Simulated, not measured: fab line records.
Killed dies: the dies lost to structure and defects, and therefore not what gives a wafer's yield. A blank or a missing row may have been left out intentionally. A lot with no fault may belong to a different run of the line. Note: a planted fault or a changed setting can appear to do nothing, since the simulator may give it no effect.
Matching of chambers + flow n5 finfet + 3 sister chambers for N5_BEOL_M11_CURE_72 on uv cure-01
The step cures SiCOH lowk, time 120 s. 6 wafers are shown with their chamber, then 9 later ones without.

WAFERS, EACH WITH ITS CHAMBER
| wafer  | chamber | wafer_temp_C_max | lamp power pct (%) |
|--------|---------|------------------|--------------------|
| L074.4 | 0       | 371.0            | 52.34              |
| L074.6 | 0       | 371.2            | 52.30              |
| L085.5 | 2       | 371.5            | 52.32              |
| L085.6 | 2       | 372.6            | 52.42              |
| L091.3 | 1       | 371.2            | 52.31              |
| L091.6 | 1       | 371.5            | 52.25              |

WAFERS WITHOUT THEIR CHAMBER
| wafer  | wafer_temp_C_max | lamp power pct (%) |
|--------|------------------|--------------------|
| L089.1 | 371.5            | 52.34              |
| L089.5 | 371.0            | 52.26              |
| L089.6 | 371.6            | 52.36              |
| L095.1 | 371.9            | 52.32              |
| L095.4 | 371.6            | 52.29              |
| L095.5 | 371.3            | 52.32              |
| L096.1 | 370.9            | 52.33              |
| L096.2 | 371.0            | 52.28              |
| L096.4 | 371.4            | 52.29              |

CHAMBER TAKEN BY EACH
| wafer  | from the rows above          | in truth |
|--------|------------------------------|----------|
| L089.1 | can't be placed: 0 or 1 or 2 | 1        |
| L089.5 | can't be placed: 1 or 0      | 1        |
| L089.6 | can't be placed: 2 or 0 or 1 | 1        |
| L095.1 | can't be placed: 2 or 1 or 0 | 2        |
| L095.4 | can't be placed: 1 or 0 or 2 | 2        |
| L095.5 | can't be placed: 0 or 1 or 2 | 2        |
| L096.1 | can't be placed: 0 or 1      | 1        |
| L096.2 | can't be placed: 1 or 0      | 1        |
| L096.4 | can't be placed: 1 or 0 or 2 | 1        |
Placed correctly: 0 of 9. Can't be placed from these rows: 9 (the true chamber is among the candidates in 9). Placed wrongly: 0.
How it was worked out, from the rows above alone: a wafer's distance from a chamber is the root of the sum, over the readings, of the square of ((its reading less the chamber's mean) divided by the reading's scatter). If the next closest chamber is less than 2 further off than the closest, the wafer can't be placed; otherwise it belongs to the closest. A chamber's mean is the mean of its shown wafers. How the scatter is found: for the shown wafers, subtract from each reading the mean of its chamber, square and add these, divide the total by (wafers less chambers), then take the root.
